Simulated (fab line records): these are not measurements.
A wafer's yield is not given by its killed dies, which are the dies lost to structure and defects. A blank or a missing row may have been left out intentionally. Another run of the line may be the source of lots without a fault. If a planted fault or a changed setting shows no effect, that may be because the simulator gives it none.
Which tool was responsible?    flow n5-finfet    at 1 step of a route of 1938, 12 lots with 36 wafers sampled

== WHAT THE GAUGES SHOWED, per wafer ==
N5_BEOL_M1_CD_MEAS_11 targets a cd of 17.05 nm.
lot   measured      on         cd-nm (nm)
L075  day 6 04:25   cd-sem-01  16.93 17.14 16.81
L077  day 6 17:37   cd-sem-03  17.34 16.99 17.13
L079  day 7 07:40   cd-sem-02  16.95 16.89 17.20
L081  day 7 23:09   cd-sem-02  17.22 17.23 17.27
L083  day 8 05:30   cd-sem-01  16.54 16.81 16.69
L085  day 8 17:01   cd-sem-02  17.30 16.69 16.92
L087  day 9 12:56   cd-sem-01  16.52 16.96 16.95
L089  day 10 01:37  cd-sem-03  17.23 16.99 16.75
L091  day 10 12:21  cd-sem-03  16.57 16.45 16.78
L092  day 11 03:19  cd-sem-01  17.09 17.39 17.37
L095  day 11 09:37  cd-sem-01  17.17 17.62 17.15
L097  day 11 19:31  cd-sem-02  16.86 16.80 16.87

== WHICH TOOL RAN EACH LOT (tool, then ch and the chambers of the sampled wafers, then the start) ==
Before these readings, the record contains no process step.

== THE ANSWER, worked out from the rows above alone ==
Rule: usual is defined by the lots themselves. The widest of any qualifying gaps counts: lots, ordered by their means at a reading, are off when they make up no more than a third of the lots, leave a main group of 4 or more, and stand apart from it by 3 or more times the standard deviation of that group's means. The tables above print the reading to a certain number of digits; a main group whose means all agree to those digits is not used. Also off: a lot with no number at a reading for which 4 or more lots have one. The other lots that the step has rows for count as sound.
Across all readings shown, no lot is off: no conclusion can be drawn from this.

== WHAT WAS PUT IN BY THE SIMULATOR ==
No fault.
